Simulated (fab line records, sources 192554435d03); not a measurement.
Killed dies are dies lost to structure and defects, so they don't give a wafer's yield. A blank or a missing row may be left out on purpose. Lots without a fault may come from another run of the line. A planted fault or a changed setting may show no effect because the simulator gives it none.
fab line records | flow n5_finfet
record lots=5 wafers=14 last_day=17
route steps=1938 shown BEOL_M8@1356 PASSIVATION@1936
lots that met no fault: from a run of the same line without faults
start_h: hours from the record's first day to the start of the lot's first wafer shown | wait_h: hours since the lot's step before | " the same as in the row above | L1.1+2: a row that stands for several wafers | - no value, or no start given | * or withheld: withheld | < > ~ a bound
route shown NAME@n: a module of which the file shows steps, and the number in the route of the first | usual: mean/standard deviation of fault-free wafers | same: alike in all rows | chamber/n: place in a boat | sites: the reading at each site | _std_site: their standard deviation | _edge_site: outer sites' mean less inner sites' | radius_mm: how far each site lies from the wafer's centre | mask NAME#n: copy n | behind: the tool/chamber that last shaped the wafer | hold: why the lot was held/for how many hours/how that ended | device: the transistor (n, p or np) that didn't switch | end of line: the same wafers' tests at the end of the route | a step without rows: its recipe alone | killed: dies lost to structure and defects at the first sort, not the wafer's yield | map: a wafer's dies, x killed, . not, _ none there
set.NAME: the setting as run; set.NAME@STEP: as run at that earlier step | model.NAME: the simulator's own value behind a step, which no gauge read
lots at some steps of the route; a table a step, a row a wafer
services: from which hour (start_h, from the record's first day; less than 0 if before it) a tool's chamber was out of use, for how many hours, and why
## steps
# step N5_BEOL_M8_COAT_63
# recipe resist=SOC temp_c=250 time_s=60 spin_rpm=1500 resist_thk_nm=60
# step N5_BEOL_M8_COAT_64
# recipe resist=SiARC temp_c=220 time_s=60 spin_rpm=1500 resist_thk_nm=12
# step N5_BEOL_M8_COAT_71
# recipe resist=underlayer temp_c=205 time_s=60 spin_rpm=1500 resist_thk_nm=5
# step N5_BEOL_M8_COAT_22
# recipe resist=CAR-EUV spin_rpm=1500 resist_thk_nm=30
# step N5_BEOL_M8_EBR_24
# recipe solvent=PGMEA ebr_width_mm=1.5
# step N5_BEOL_M8_SOFTBAKE_23
# recipe temp_c=110 time_s=60 resist=CAR-EUV
# step N5_BEOL_M8_EXPOSE_25
# recipe mask_id=V7 na=0.33 source_shape=annular sigma_inner=0.4 sigma_outer=0.8 polarization=unpolarized target_cd_nm=40 dose_mj=42.5
# step N5_BEOL_M8_PEB_26
# recipe peb_temp_c=100 peb_time_s=60 resist=CAR-EUV
# step N5_BEOL_M8_DEVELOP_27
# recipe develop_time_s=30 developer=TMAH resist=CAR-EUV rinse_liquid=surfactant_rinse dry=air_spin dev_temp_c=23
# step N5_BEOL_M8_CD_MEAS_28
# recipe target_cd_nm=40 landing_energy_ev=500 detector=se_inlens
# usual cd_nm=39.93/0.25
# columns lot.wafer tool chamber start_h wait_h cd_nm
L706.2 cd_sem-03 0 202.94 - 39.86
L706.4 " 0 " " 40.43
L706.6 " 0 " " 40.24
L710.2 cd_sem-02 0 225.22 - 39.69
L710.3 " 0 " " 39.61
L710.4 " 0 " " 39.89
L719.2 cd_sem-01 0 280.74 - 39.76
L719.6 " 0 " " 39.78
L727.2 cd_sem-03 0 325.37 - 39.74
L727.4 " 0 " " 39.80
L727.5 " 0 " " 39.89
L728.2 cd_sem-01 0 326.41 - 40.17
L728.3 " 0 " " 39.89
L728.4 " 0 " " 40.15
# step N5_BEOL_M8_OVL_MEAS_29
# recipe points_per_wafer=522
# usual V7_OVL=0.3/0.62
# columns lot.wafer tool chamber start_h wait_h V7_OVL[nm]
L706.2 overlay-01 0 202.97 0.0 -0.3
L706.4 " 0 " " -0.5
L706.6 " 0 " " -0.8
L710.2 overlay-01 0 225.26 0.0 1.8
L710.3 " 0 " " 0.9
L710.4 " 0 " " 0.4
L719.2 overlay-02 0 280.77 0.0 1.3
L719.6 " 0 " " -0.2
L727.2 overlay-01 0 325.41 0.0 0.4
L727.4 " 0 " " 0.8
L727.5 " 0 " " -0.4
L728.2 overlay-02 0 326.44 0.0 0.2
L728.3 " 0 " " 0.5
L728.4 " 0 " " -0.1
# step N5_BEOL_M8_INSPECT_30
# recipe mode=adi inspect_instrument=brightfield
# usual raw_defect_count=455/110
# columns lot.wafer tool chamber start_h wait_h raw_defect_count
L706.2 defect_inspect-02 - 203.03 0.0 472
L706.4 " - " " 442
L706.6 " - " " 447
L710.2 defect_inspect-02 - 225.31 0.0 403
L710.3 " - " " 606
L710.4 " - " " 408
L719.2 defect_inspect-01 - 280.83 0.0 548
L719.6 " - " " 631
L727.2 defect_inspect-02 - 325.46 0.0 408
L727.4 " - " " 426
L727.5 " - " " 382
L728.2 defect_inspect-01 - 326.50 0.0 368
L728.3 " - " " 414
L728.4 " - " " 358
# step N5_BEOL_M8_DESCUM_33
# recipe chemistry=O2 time_s=7 source_power_w=50 bias_power_w=20 pressure_mtorr=20 rf_frequency_hz=2.712e+07 temp_c=40 resist=CAR-EUV o2_flow_sccm=225
# usual drypump_motor_current_A=5.9/0.46 oes_product_au=0.80/0.092 rf_vpp_V=243.0/1.4 showerhead_plenum_p_Torr=2.09/0.072 throttle_valve_pct=20.41/0.24
# columns lot.wafer tool chamber start_h wait_h drypump_motor_current_A oes_product_au rf_hours_counter_h rf_vpp_V showerhead_plenum_p_Torr throttle_valve_pct model.CAR-EUV_of_BEOL_M8_COAT_22.thk_nm
L706.2 rie_diel-04 3 203.45 0.4 5.9 0.69 234 245.2 2.15 20.82 26.2
L706.4 " 3 " " 6.0 0.68 - 244.4 2.15 20.82 26.2
L706.6 " 3 " " 5.9 0.69 - 243.5 2.15 20.83 26.2
L710.2 rie_diel-03 1 225.71 0.4 5.1 0.70 239 242.8 2.08 20.56 26
L710.3 " 0 " " 5.8 0.85 55 241.2 2.03 20.37 26
L710.4 " 2 " " 6.6 0.84 68 240.5 2.04 20.27 26.2
L719.2 rie_diel-04 2 280.86 0.0 5.9 0.93 29 248.2 2.25 20.09 26
L719.6 " 1 " " 6.4 0.84 - 245.1 2.22 20.70 26.4
L727.2 rie_diel-05 2 325.50 0.0 5.2 0.74 164 241.2 2.01 20.18 26.2
L727.4 " 0 " " 5.5 0.79 103 244.1 2.08 19.80 26
L727.5 " 0 " " 5.4 0.78 - 244.9 2.08 19.81 26.2
L728.2 rie_diel-03 1 326.53 0.0 5.2 0.91 19 241.9 2.07 20.33 26
L728.3 " 2 " " 6.6 0.79 108 240.8 2.03 20.34 26.2
L728.4 " 0 " " 5.8 0.81 91 242.3 2.02 20.41 26.2
# step N5_BEOL_M8_ETCH_72
# recipe chemistry=N2/H2 target=underlayer target_depth_a=65 mask_material=CAR-EUV time_s=5.2 ion_energy_ev=200 pressure_mtorr=30 source_w=840 bias_w=150 n2_flow_sccm=200 h2_flow_sccm=200 ends=cleared
# usual drypump_motor_current_A=5.9/0.46 etch_rf_on_time_s=5.18/0.12 oes_product_au=0.68/0.074 rf_vpp_V=523.6/2.5 showerhead_plenum_p_Torr=2.53/0.085 throttle_valve_pct=17.81/0.24
# columns lot.wafer tool chamber start_h wait_h drypump_motor_current_A etch_rf_on_time_s oes_product_au rf_hours_counter_h rf_vpp_V showerhead_plenum_p_Torr throttle_valve_pct
L706.2 rie_diel-04 3 203.50 0.0 5.9 5.39 0.58 234 523.8 2.61 18.22
L706.4 " 3 " " 6.0 5.42 0.59 - 525.9 2.61 18.24
L706.6 " 3 " " 5.9 5.35 0.58 - 527.5 2.61 18.28
L710.2 rie_diel-03 1 225.74 0.0 5.2 5.03 0.61 239 522.2 2.49 17.77
L710.3 " 0 " " 5.8 5.12 0.72 55 522.7 2.48 17.94
L710.4 " 2 " " 6.6 5.18 0.71 68 521.4 2.47 17.73
L719.2 rie_diel-04 2 280.89 0.0 5.9 5.11 0.80 29 527.8 2.71 17.37
L719.6 " 1 " " 6.4 5.11 0.71 - 526.5 2.69 18.08
L727.2 rie_diel-05 2 325.53 0.0 5.2 5.50 0.61 164 520.3 2.43 17.56
L727.4 " 0 " " 5.5 5.27 0.68 103 524.7 2.56 17.40
L727.5 " 0 " " 5.4 5.22 0.69 - 523.8 2.56 17.42
L728.2 rie_diel-03 1 326.56 0.0 5.1 4.97 0.79 19 522.3 2.48 17.42
L728.3 " 2 " " 6.6 5.18 0.68 108 521.4 2.46 17.82
L728.4 " 0 " " 5.8 5.20 0.69 91 520.4 2.47 18.00
# step N5_PASSIVATION_PROBE_49
# usual defect_limited_yield=91.4/1.6 killed_at_M0_to_M3=34/10 killed_at_M4_up=12/4.8 killed_at_contacts=11/6.2 killed_at_front_end=39/13 killed_at_other=4/3.1 killed_dies=101/19 killed_open=67/14 killed_short=32/8.3 sort_bin_5_function=5.0/1 sort_bin_6_memory=3.2/0.76 sort_bin_8_speed=0.00/0.026 sort_n_pass=1079/19 sort_yield_pct=91.4/1.6
# same gross_dies=1180 killed_at_back_side=0 sort_bin_4_leakage[%]=0
# columns lot.wafer tool chamber start_h wait_h defect_limited_yield[%] killed_at_M0_to_M3 killed_at_M4_up killed_at_contacts killed_at_front_end killed_at_other killed_dies killed_open killed_short sort_bin_5_function[%] sort_bin_6_memory[%] sort_bin_8_speed[%] sort_n_pass sort_yield_pct[%]
L706.2 prober-01 - 274.55 0.1 88.6 53 16 9 53 4 135 80 55 7.1 3.9 0 1045 88.6
L706.4 prober-01 - 274.65 0.2 88.4 54 16 6 60 1 137 78 58 6.1 5.3 0 1043 88.4
L706.6 prober-01 - 274.75 0.3 90.3 36 12 10 56 1 115 65 47 5.2 4.2 0 1065 90.3
L710.2 prober-02 - 288.29 0.1 90.3 29 9 8 63 5 114 88 24 6.4 2.8 0 1066 90.3
L710.3 prober-02 - 288.34 0.1 92.2 25 8 10 39 10 92 55 34 4.5 3.0 0 1088 92.2
L710.4 prober-02 - 288.39 0.2 91.2 29 12 15 46 2 104 74 30 5.0 3.4 0 1076 91.2
L727.2 prober-01 - 398.48 0.1 91.0 27 18 23 33 5 106 72 34 5.2 3.6 0 1074 91.0
L727.4 prober-01 - 398.58 0.2 91.3 39 11 13 36 4 103 66 36 4.8 3.6 0 1077 91.3
L727.5 prober-01 - 398.63 0.2 90.5 29 15 9 50 9 112 68 43 5.1 4.0 0 1068 90.5
L728.2 prober-02 - 398.51 0.1 93.7 38 11 4 18 3 74 56 17 3.5 2.5 0 1106 93.7
L728.3 prober-02 - 398.56 0.1 92.3 33 16 8 31 3 91 60 29 4.6 2.9 0 1089 92.3
L728.4 prober-02 - 398.61 0.2 93.2 34 11 3 26 6 80 57 23 3.9 2.9 0 1100 93.2
# killed by level:class
L706.2 BEOL_M0_SAQP:geometric_particle:short=20 BEOL_M0_SAQP:geometric_particle:open=18 FIN_SAQP:geometric_particle:open=10 FIN_SAQP:geometric_particle:short=8 STI_FIN_REVEAL:geometric_particle:open=7 DUMMY_GATE:geometric_particle:open=7 MOL_CONTACT_COAG:geometric_particle:open=7 BEOL_M3:geometric_particle:open=7
L706.4 BEOL_M0_SAQP:geometric_particle:short=20 BEOL_M0_SAQP:geometric_particle:open=16 FIN_SAQP:geometric_particle:open=13 FIN_SAQP:geometric_particle:short=13 STI_FIN_REVEAL:geometric_particle:open=7 GATE_CUT:geometric_particle:short=7 MOL_CONTACT_COAG:geometric_particle:short=5 BEOL_M2:geometric_particle:open=5
L706.6 FIN_SAQP:geometric_particle:short=15 BEOL_M0_SAQP:geometric_particle:short=14 FIN_SAQP:geometric_particle:open=10 DUMMY_GATE:geometric_particle:open=10 MOL_CONTACT_COAG:geometric_particle:open=9 BEOL_M0_SAQP:geometric_particle:open=8 BEOL_M4:geometric_particle:open=8 BEOL_M2:geometric_particle:open=6
L710.2 STI_FIN_REVEAL:geometric_particle:open=18 FIN_SAQP:geometric_particle:open=14 BEOL_M1:geometric_particle:open=10 MOL_CONTACT_COAG:geometric_particle:open=7 BEOL_M0_SAQP:geometric_particle:open=6 BEOL_M3:geometric_particle:open=6 BEOL_M6:geometric_particle:open=6 FIN_SAQP:geometric_particle:short=5
L710.3 FIN_SAQP:geometric_particle:open=9 MOL_CONTACT_COAG:geometric_particle:open=8 BEOL_M0_SAQP:geometric_particle:open=7 GATE_CUT:geometric_particle:short=6 BEOL_M2:geometric_particle:open=6 FIN_SAQP:geometric_particle:short=5 STI_FIN_REVEAL:geometric_particle:open=4 GATE_CUT:geometric_particle:open=4
L710.4 MOL_CONTACT_COAG:geometric_particle:open=13 STI_FIN_REVEAL:geometric_particle:open=11 BEOL_M0_SAQP:geometric_particle:open=7 FIN_SAQP:geometric_particle:open=6 GATE_CUT:geometric_particle:short=6 STI_FIN_REVEAL:geometric_particle:short=5 DUMMY_GATE:geometric_particle:open=4 BEOL_M2:geometric_particle:open=4
L727.2 MOL_CONTACT_COAG:geometric_particle:open=21 FIN_SAQP:geometric_particle:open=11 BEOL_M0_SAQP:geometric_particle:open=6 BEOL_M3:geometric_particle:open=6 BEOL_M0_SAQP:geometric_particle:short=5 BEOL_M4:geometric_particle:open=5 STI_FIN_REVEAL:geometric_particle:open=4 GATE_CUT:geometric_particle:short=3
L728.2 BEOL_M1:geometric_particle:open=14 BEOL_M2:geometric_particle:open=8 BEOL_M4:geometric_particle:open=8 BEOL_M3:geometric_particle:open=5 MOL_CONTACT_COAG:geometric_particle:open=4 DUMMY_GATE:geometric_particle:open=3 BEOL_M0_SAQP:geometric_particle:short=3 BEOL_M3:geometric_particle:short=3
L728.3 BEOL_M3:geometric_particle:open=10 FIN_SAQP:geometric_particle:short=9 MOL_CONTACT_COAG:geometric_particle:open=7 BEOL_M0_SAQP:geometric_particle:open=5 BEOL_M1:geometric_particle:open=5 FIN_CUT:geometric_particle:open=4 GATE_CUT:geometric_particle:short=4 BEOL_M2:geometric_particle:open=4
L727.4 STI_FIN_REVEAL:geometric_particle:open=15 MOL_CONTACT_COAG:geometric_particle:open=11 BEOL_M0_SAQP:geometric_particle:open=10 BEOL_M0_SAQP:geometric_particle:short=7 BEOL_M3:geometric_particle:open=7 FIN_SAQP:geometric_particle:short=6 BEOL_M1:geometric_particle:open=4 BEOL_M4:geometric_particle:open=4
L728.4 FIN_SAQP:geometric_particle:open=10 BEOL_M3:geometric_particle:open=7 BEOL_M2:geometric_particle:open=6 BEOL_M2:geometric_particle:short=5 BEOL_M4:geometric_particle:open=5 STI_FIN_REVEAL:geometric_particle:open=4 BEOL_M0:geometric_particle:open=4 BEOL_M1:geometric_particle:open=4
L727.5 BEOL_M3:geometric_particle:open=10 FIN_SAQP:geometric_particle:open=9 FIN_SAQP:geometric_particle:short=9 BEOL_M2:geometric_particle:open=7 GATE_CUT:geometric_particle:short=6 STARTING-WAFER:geometric_particle:short=6 MOL_CONTACT_COAG:geometric_particle:open=5 STI_FIN_REVEAL:geometric_particle:open=5
## services
# columns tool chamber start_h hours kind
rie_diel-04 2 184.78 - clean
rie_diel-04 2 184.78 - consumable_replace:focus_ring
rie_diel-04 2 184.78 - consumable_replace:showerhead
rie_diel-04 2 184.78 21.2 scheduled_down
rie_diel-04 2 184.78 21.2 vent_cycle
rie_diel-04 3 246.40 - clean
rie_diel-04 3 246.40 - consumable_replace:focus_ring
rie_diel-04 3 246.40 26.4 scheduled_down
rie_diel-04 3 246.40 26.4 vent_cycle
rie_diel-03 1 260.72 - clean
rie_diel-03 1 260.72 - consumable_replace:focus_ring
rie_diel-03 1 260.72 19.1 scheduled_down
rie_diel-03 1 260.72 19.1 vent_cycle
rie_diel-05 1 269.99 15.2 repair
rie_diel-03 3 293.99 9.0 repair
rie_diel-04 3 294.36 5.3 repair
rie_diel-05 - 294.65 0.6 repair
rie_diel-05 2 295.50 9.8 repair
rie_diel-03 2 317.61 2.5 repair
rie_diel-05 0 326.20 1.9 repair
## key
first_sign none at tools or gauges
model_effect step=N5_BEOL_M8_DESCUM_33 value=CAR-EUV_of_BEOL_M8_COAT_22.thk_nm without=26 struck=26.4
met_at N5_BEOL_M8_DESCUM_33
struck_wafers L719.6
onset_between 203.45 280.86
fault kind=process_parameter_drift tool=rie_diel-04 chamber=- onset_h=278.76 steps=N5_BEOL_M8_DESCUM_33 channel=time_s offset=* shape=step end_h=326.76 scope=struck_wafers_only acts_in=* stated=*
